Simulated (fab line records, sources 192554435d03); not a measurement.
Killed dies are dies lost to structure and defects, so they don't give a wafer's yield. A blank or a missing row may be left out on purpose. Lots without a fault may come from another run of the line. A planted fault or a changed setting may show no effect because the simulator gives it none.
fab line records | flow n5_finfet | part 2 of 2: steps 5 to 6 of 6
record lots=24 wafers=72 last_day=20
route steps=1938 shown BEOL_M8@1353
lots that met no fault: from a run of the same line without faults
start_h: hours from the record's first day to the start of the lot's first wafer shown | wait_h: hours since the lot's step before | " the same as in the row above | L1.1+2: a row that stands for several wafers | - no value, or no start given | * or withheld: withheld | < > ~ a bound
route shown NAME@n: a module of which the file shows steps, and the number in the route of the first | usual: mean/standard deviation of fault-free wafers | same: alike in all rows | chamber/n: place in a boat | sites: the reading at each site | _std_site: their standard deviation | _edge_site: outer sites' mean less inner sites' | radius_mm: how far each site lies from the wafer's centre | mask NAME#n: copy n | behind: the tool/chamber that last shaped the wafer | hold: why the lot was held/for how many hours/how that ended | device: the transistor (n, p or np) that didn't switch | end of line: the same wafers' tests at the end of the route | a step without rows: its recipe alone | killed: dies lost to structure and defects at the first sort, not the wafer's yield | map: a wafer's dies, x killed, . not, _ none there
set.NAME: the setting as run; set.NAME@STEP: as run at that earlier step | model.NAME: the simulator's own value behind a step, which no gauge read
steps of the route over a sample of lots; a table a step, a row a wafer
services: from which hour (start_h, from the record's first day; less than 0 if before it) a tool's chamber was out of use, for how many hours, and why
## steps
# step N5_BEOL_M8_CURE_75
# recipe temp_c=370 time_s=120 ambient=DMADMS/He material=SiCOH_lowk
# usual lamp_power_pct=52.32/0.056 wafer_temp_C_max=371.7/0.83
# columns lot.wafer tool chamber start_h wait_h lamp_power_pct wafer_temp_C_max
L075.3 uv_cure-03 0 268.23 0.3 52.36 373.2
L075.4 " 0 " " 52.35 373.7
L075.6 " 0 " " 52.27 372.5
L076.1 uv_cure-01 2 275.64 0.3 52.31 371.2
L076.5 " 2 " " 52.35 371.3
L076.6 " 2 " " 52.36 371.0
L074.1 uv_cure-02 2 275.68 0.2 52.31 370.9
L074.5 " 2 " " 52.34 371.0
L074.6 " 2 " " 52.35 370.8
L078.1 uv_cure-01 1 282.34 0.2 52.34 371.8
L078.2 " 1 " " 52.40 371.3
L078.4 " 1 " " 52.42 371.3
L077.2 uv_cure-01 0 288.77 0.3 52.32 371.9
L077.3 " 0 " " 52.28 372.1
L077.6 " 0 " " 52.31 372.0
L079.4 uv_cure-03 2 295.01 0.2 52.40 371.3
L079.5 " 2 " " 52.26 371.1
L079.6 " 2 " " 52.29 370.5
L081.2 uv_cure-02 1 314.83 0.1 52.25 371.3
L081.5 " 1 " " 52.35 371.6
L081.6 " 1 " " 52.33 371.1
L084.2 uv_cure-02 1 321.98 0.1 52.42 371.2
L084.3 " 1 " " 52.31 371.0
L084.6 " 1 " " 52.28 371.4
L082.4 uv_cure-01 0 331.40 0.2 52.28 372.4
L082.5 " 0 " " 52.31 372.6
L082.6 " 0 " " 52.38 373.1
L080.1 uv_cure-01 0 337.77 0.0 52.32 372.2
L080.5 " 0 " " 52.21 371.9
L080.6 " 0 " " 52.44 372.8
L083.1 uv_cure-02 2 338.36 0.0 52.28 372.0
L083.4 " 2 " " 52.28 371.3
L083.5 " 2 " " 52.39 371.0
L087.1 uv_cure-03 2 342.19 0.0 52.43 371.0
L087.2 " 2 " " 52.28 371.4
L087.3 " 2 " " 52.33 371.3
L085.1 uv_cure-03 0 357.05 0.0 52.39 373.0
L085.4 " 0 " " 52.20 372.4
L085.5 " 0 " " 52.27 372.6
L088.3 uv_cure-01 1 357.28 0.1 52.38 371.2
L088.4 " 1 " " 52.35 371.2
L088.5 " 1 " " 52.45 371.1
L090.1 uv_cure-03 1 379.28 0.2 52.35 371.7
L090.4 " 1 " " 52.39 371.7
L090.5 " 1 " " 52.36 371.9
L091.2 uv_cure-03 0 379.63 0.3 52.30 373.8
L091.3 " 0 " " 52.35 374.1
L091.4 " 0 " " 52.25 372.5
L089.3 uv_cure-01 2 379.77 0.3 52.26 371.0
L089.5 " 2 " " 52.31 371.0
L089.6 " 2 " " 52.27 370.8
L093.1 uv_cure-02 2 384.55 0.0 52.23 370.9
L093.3 " 2 " " 52.38 371.0
L093.4 " 2 " " 52.33 371.0
L086.3 uv_cure-02 2 389.11 0.2 52.27 370.7
L086.4 " 2 " " 52.23 371.1
L086.5 " 2 " " 52.34 370.8
L095.1 uv_cure-03 0 389.38 0.1 52.25 372.3
L095.4 " 0 " " 52.27 373.2
L095.6 " 0 " " 52.28 373.2
L092.2 uv_cure-03 2 399.42 0.1 52.33 371.1
L092.5 " 2 " " 52.34 371.6
L092.6 " 2 " " 52.33 371.3
L094.1 uv_cure-02 1 404.03 0.0 52.38 371.5
L094.4 " 1 " " 52.31 371.1
L094.6 " 1 " " 52.18 371.7
L097.3 uv_cure-03 0 410.05 0.1 52.36 373.1
L097.4 " 0 " " 52.30 373.3
L097.6 " 0 " " 52.38 372.3
L096.3 uv_cure-01 1 410.49 0.2 52.22 371.4
L096.4 " 1 " " 52.28 371.0
L096.5 " 1 " " 52.23 371.2
# step N5_BEOL_M8_CMP_52
# recipe stop_on=SiCOH_lowk t_overpolish_s=6.9 down_force_psi=1 platen_rpm=50 clearing_platen_down_force_psi=1.5 clearing_platen_rpm=50 post_cmp_clean=cu_alkaline target_thk_nm=80 clearing_platen_pad_velocity_m_s=0.99484 pad_velocity_m_s=0.99484
# usual barrier_field_endpoint_s=28.8/0.82 motor_current_A=6.1/0.65 overpolish_run_s=6.901/0.0096 time_to_endpoint_s=63/3.2
# columns lot.wafer tool chamber start_h wait_h barrier_field_endpoint_s motor_current_A overpolish_run_s time_to_endpoint_s
L075.3 cmp-01 2 271.69 0.2 28.8 6.3 6.907 64
L075.4 " 0 " " 29.0 6.7 6.896 63
L075.6 " 3 " " 28.9 5.9 6.900 62
L076.1 cmp-03 1 278.80 0.3 29.3 5.8 6.890 64
L076.5 " 0 " " 29.2 5.7 6.912 65
L076.6 " 1 " " 29.5 5.8 6.917 66
L074.1 cmp-02 3 279.17 0.4 27.3 4.9 6.915 60
L074.6 " 0 " " 29.2 6.1 6.903 64
L074.5 " 1 " " 27.9 5.3 6.897 62
L078.2 cmp-02 3 284.36 0.2 27.8 5.0 6.885 57
L078.1 " 0 " " 28.3 6.1 6.920 61
L078.4 " 2 " " 28.6 6.3 6.890 60
L077.2 cmp-01 0 291.96 0.2 28.3 6.9 6.904 62
L077.3 " 2 " " 28.7 6.1 6.918 65
L077.6 " 1 " " 28.0 6.6 6.900 59
L079.4 cmp-02 2 297.19 0.3 29.1 6.4 6.901 64
L079.6 " 3 " " 28.7 5.3 6.889 56
L079.5 " 0 " " 28.3 5.9 6.911 62
L081.2 cmp-02 2 317.03 0.3 27.5 6.1 6.890 63
L081.6 " 0 " " 28.3 5.5 6.895 62
L081.5 " 1 " " 27.5 5.2 6.899 59
L084.3 cmp-01 2 325.74 0.2 30.7 6.1 6.915 66
L084.2 " 1 " " 29.3 7.0 6.901 63
L084.6 " 3 " " 30.4 6.1 6.880 67
L082.4 cmp-01 2 333.94 0.2 30.0 6.1 6.893 69
L082.6 " 1 " " 29.1 7.0 6.897 61
L082.5 " 2 " " 29.7 6.3 6.887 65
L080.1 cmp-02 0 339.65 0.3 27.6 6.0 6.908 62
L080.6 " 0 " " 28.0 6.1 6.889 61
L080.5 " 1 " " 27.3 5.1 6.898 57
L083.4 cmp-03 1 340.47 0.1 29.6 6.1 6.898 64
L083.1 " 3 " " 28.8 7.1 6.880 60
L083.5 " 1 " " 28.9 5.4 6.910 63
L087.1 cmp-01 2 344.15 0.3 28.9 6.2 6.895 66
L087.3 " 3 " " 27.0 6.1 6.900 59
L087.2 " 0 " " 28.1 7.2 6.887 64
L085.1 cmp-02 1 359.29 0.3 27.2 5.4 6.916 59
L085.4 " 3 " " 27.7 4.9 6.901 57
L085.5 " 0 " " 28.5 6.0 6.899 65
L088.3 cmp-03 0 359.52 0.2 28.0 5.9 6.903 62
L088.4 " 2 " " 29.6 6.8 6.905 59
L088.5 " 0 " " 28.6 5.7 6.897 61
L090.1 cmp-01 0 381.12 0.3 29.0 6.8 6.923 71
L090.4 " 1 " " 29.2 6.9 6.895 66
L090.5 " 2 " " 29.9 6.2 6.902 68
L091.4 cmp-01 2 381.88 0.1 30.2 6.1 6.896 69
L091.3 " 0 " " 30.3 6.9 6.891 66
L091.2 " 1 " " 28.8 6.8 6.901 64
L089.3 cmp-01 0 382.22 0.4 29.2 6.8 6.908 64
L089.6 " 1 " " 29.4 6.7 6.914 60
L089.5 " 2 " " 30.8 6.1 6.875 66
L093.3 cmp-01 1 386.29 0.2 28.8 6.7 6.899 62
L093.1 " 2 " " 29.9 6.3 6.907 65
L093.4 " 0 " " 29.8 6.7 6.903 64
L086.4 cmp-01 2 390.68 0.2 29.3 5.9 6.901 65
L086.3 " 3 " " 28.8 5.8 6.898 66
L086.5 " 1 " " 28.4 6.4 6.901 61
L095.4 cmp-02 2 391.24 0.2 29.4 6.5 6.906 65
L095.1 " 0 " " 28.9 5.8 6.890 65
L095.6 " 2 " " 29.3 6.3 6.920 66
L092.2 cmp-03 3 401.48 0.2 28.5 7.1 6.888 60
L092.5 " 3 " " 28.1 7.0 6.894 62
L092.6 " 0 " " 29.4 5.9 6.904 63
L094.1 cmp-03 2 405.74 0.3 28.2 6.7 6.890 60
L094.4 " 0 " " 28.3 6.2 6.892 61
L094.6 " 3 " " 27.9 7.3 6.911 61
L097.3 cmp-02 0 411.61 0.2 28.7 6.1 6.899 66
L097.4 " 1 " " 29.2 5.1 6.908 62
L097.6 " 3 " " 27.8 5.0 6.900 58
L096.4 cmp-03 0 413.70 0.2 29.6 6.2 6.900 66
L096.3 " 1 " " 29.0 5.5 6.916 65
L096.5 " 0 " " 29.2 6.0 6.891 67
## services
# columns tool chamber start_h hours kind
rie_diel-02 1 247.44 4.9 repair
uv_cure-03 - 252.40 15.6 repair
cmp-02 - 259.18 1.7 repair
uv_cure-03 - 269.67 0.6 repair
uv_cure-02 - 271.35 0.6 repair
uv_cure-02 - 278.15 7.5 pm
rie_diel-03 2 283.66 7.7 repair
rie_metal-02 - 284.23 2.8 pm
rie_metal-03 - 291.70 2.5 repair
cmp-01 - 294.99 0.6 repair
rie_metal-01 - 313.21 2.8 pm
cmp-02 - 321.19 1.3 repair
rie_diel-05 2 330.50 5.1 repair
uv_cure-03 - 343.83 10.4 repair
cmp-01 - 345.12 1.3 repair
cmp-01 - 359.73 4.0 pm
cmp-02 - 376.84 10.6 pm
rie_diel-02 2 383.45 6.2 repair
rie_metal-02 - 384.25 0.3 repair
uv_cure-03 - 386.91 2.1 pm
cmp-02 - 393.21 0.8 repair
cmp-02 - 394.50 2.5 repair
rie_metal-02 0 395.44 45.7 repair
rie_diel-02 - 401.16 2.8 pm
